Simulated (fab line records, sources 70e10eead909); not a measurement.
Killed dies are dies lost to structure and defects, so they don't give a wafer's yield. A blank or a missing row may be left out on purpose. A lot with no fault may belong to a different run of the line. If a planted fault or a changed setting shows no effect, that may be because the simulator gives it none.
A lot that was struck, set against a sound lot + flow nand harc + 15 steps out of a route of 1302
Sound: wafers L379.3, L379.4, L379.6. Struck: wafer L394.4 (L394.1, L394.2, from the same lot, were not struck and are left out); the cause is given at the end.
Per side, at each step with rows, come the tool, then ch with its chambers, and then its first start. Under that, the readings that differ: sound wafers + struck wafers + difference of the means + sigmas: that difference in standard deviations of wafers without a fault.
alike: same words and numbers on both sides, and readings whose means sit less than 2 such deviations apart. not compared: any withheld reading, any reading some wafer has no value for, any bound like >300 that may hide the same value, and any number with overlapping values for which the record gives no deviation.
Wherever a step has rows on one side only, a row that says differs or no value, or a row with sigmas, the two part there. When numbers do not overlap yet have no deviation, they are printed without sigmas and do not part them. A reading missing from all wafers of one side parts the sides only when that side holds two or more wafers.

first, 2 steps without rows for these wafers: NHARC_A_CONTACT_STRIP_104 (strips in CF4/CHF3); NHARC_A_CONTACT_STRIP_105 (strips in O2/COS).
NHARC_A_CONTACT_ETCH_106: etches the open film in CF4/O2, target depth 90 nm, overetch 9 nm, time 49.5 s.
  sound on rie diel-13 ch 0,1,3, day 22 12:10; struck on rie diel-12 ch 0, day 28 13:13
  alike: drypump motor current A, oes_f_703_au, oes product au, rf vpp V, showerhead plenum p Torr, throttle valve pct
  not compared: rf hours counter h
NHARC_A_CONTACT_STRIP_82: strips in O2.
  sound on rie diel-13 ch 0,1,2; struck on rie diel-12 ch 1
  alike: drypump motor current A, oes product au, rf vpp V, showerhead plenum p Torr, throttle valve pct
  not compared: rf hours counter h
then, 1 step without rows for these wafers: NHARC_A_CONTACT_STRIP_83 (strips in post etch residue remover, time 600 s).
NHARC_A_CONTACT_DEP_84: deposits aC, target thk 2800 nm.
  sound on acl dep-03 ch 0, day 22 13:23; struck on acl dep-02 ch 0, day 28 13:52
  alike: throttle valve pct
NHARC_A_CONTACT_DEP_85: deposits SiON, target thk 60 nm.
  sound on pecvd-04 ch 0,1,2, day 22 14:34; struck on pecvd-04 ch 2, day 28 15:36
  alike: heater power w
then, 5 steps without rows for these wafers: NHARC_A_CONTACT_DEHYDRATE_00 (time 120 s); NHARC_A_CONTACT_HMDS_01 (time 30 s); NHARC_A_CONTACT_COAT_86 (time 75 s); NHARC_A_CONTACT_COAT_87 (time 65 s); NHARC_A_CONTACT_COAT_02 (resist thk 90 nm).
NHARC_A_CONTACT_SOFTBAKE_03: time 55 s.
  sound on litho track-06 ch 0, day 22 14:00; struck on litho track-06 ch 0, day 28 15:00
| reading                  | sound                | struck | difference | sigmas      |
|--------------------------|----------------------|--------|------------|-------------|
| heater power total W (W) | 188.32 188.39 188.57 | 222.39 | +33.96     | +99 or more |
after that, 1 step had no rows for these wafers: NHARC_A_CONTACT_EBR_04.
-- record jumps: 2 days between struck wafers' starts before vs after; left off in module A_CONTACT, resumes in module END, first step shown is number 1302 of the route --
NHARC_END_SORT_01:
  sound on prober-01 ch 0, day 24 17:22; struck on prober-02 ch 0, day 31 00:03
| reading             | sound | struck | difference | sigmas |
|---------------------|-------|--------|------------|--------|
| killed at periphery | 7 3 4 | 11     | +6         | +3     |
  alike: killed at array, killed at other, killed dies, killed open, killed short

## WHERE THEY PART
At NHARC_A_CONTACT_SOFTBAKE_03 first; at NHARC_END_SORT_01 last (within this record only).

WHY: what the simulator had put in
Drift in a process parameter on litho track-06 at NHARC_A_CONTACT_SOFTBAKE_03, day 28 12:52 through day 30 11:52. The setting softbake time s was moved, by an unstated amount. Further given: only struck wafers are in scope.
